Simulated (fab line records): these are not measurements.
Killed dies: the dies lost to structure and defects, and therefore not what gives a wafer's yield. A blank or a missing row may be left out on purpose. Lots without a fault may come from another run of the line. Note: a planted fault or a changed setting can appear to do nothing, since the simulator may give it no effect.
Chamber matching || flow n5-finfet || rie-si-02 running N5_BEOL_M0_SAQP_MANDREL1_REMOVE_100: 4 sister chambers
The step chemistry HBr/Cl2/O2, target a-Si, stops on SiNx, bt time 10 s. 4 wafers are shown with their chamber, then 8 later ones without.

== WAFERS PAIRED WITH THEIR CHAMBERS ==
{"wafer": "L081.5", "chamber": 1, "throttle-valve-pct (%)": 36.55}
{"wafer": "L086.3", "chamber": 0, "throttle-valve-pct (%)": 36.58}
{"wafer": "L090.5", "chamber": 2, "throttle-valve-pct (%)": 36.11}
{"wafer": "L095.2", "chamber": 3, "throttle-valve-pct (%)": 36.76}

== WAFERS MISSING THEIR CHAMBER ==
{"wafer": "L095.3", "throttle-valve-pct (%)": 36.11}
{"wafer": "L095.4", "throttle-valve-pct (%)": 36.12}
{"wafer": "L096.2", "throttle-valve-pct (%)": 36.33}
{"wafer": "L096.3", "throttle-valve-pct (%)": 36.11}
{"wafer": "L096.4", "throttle-valve-pct (%)": 36.55}
{"wafer": "L097.2", "throttle-valve-pct (%)": 36.54}
{"wafer": "L097.4", "throttle-valve-pct (%)": 36.75}
{"wafer": "L097.5", "throttle-valve-pct (%)": 36.55}

== THE CHAMBER EACH PASSED THROUGH ==
{"wafer": "L095.3", "from the rows above": 2, "in truth": 2}
{"wafer": "L095.4", "from the rows above": 2, "in truth": 2}
{"wafer": "L096.2", "from the rows above": "can't be placed: 1 or 2 or 0", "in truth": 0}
{"wafer": "L096.3", "from the rows above": 2, "in truth": 2}
{"wafer": "L096.4", "from the rows above": "can't be placed: 1 or 0", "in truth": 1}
{"wafer": "L097.2", "from the rows above": "can't be placed: 1 or 0", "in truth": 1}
{"wafer": "L097.4", "from the rows above": 3, "in truth": 3}
{"wafer": "L097.5", "from the rows above": "can't be placed: 1 or 0", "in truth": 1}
Correct placement for 4 of the 8. These rows do not allow placing 4 (true chamber among the candidates in 4). 0 placed wrongly.
How it was worked out, from the rows above alone: a wafer's distance from a chamber is the root of the sum, over the readings, of the square of ((its reading less the chamber's mean) divided by the reading's scatter). If the next closest chamber is less than 2 further off than the closest, the wafer can't be placed; otherwise it belongs to the closest. For every chamber, the mean is computed from those of its wafers that are shown. The scatter: root of mean squared gap, hidden wafer to nearest shown wafer, with one shown wafer a chamber.
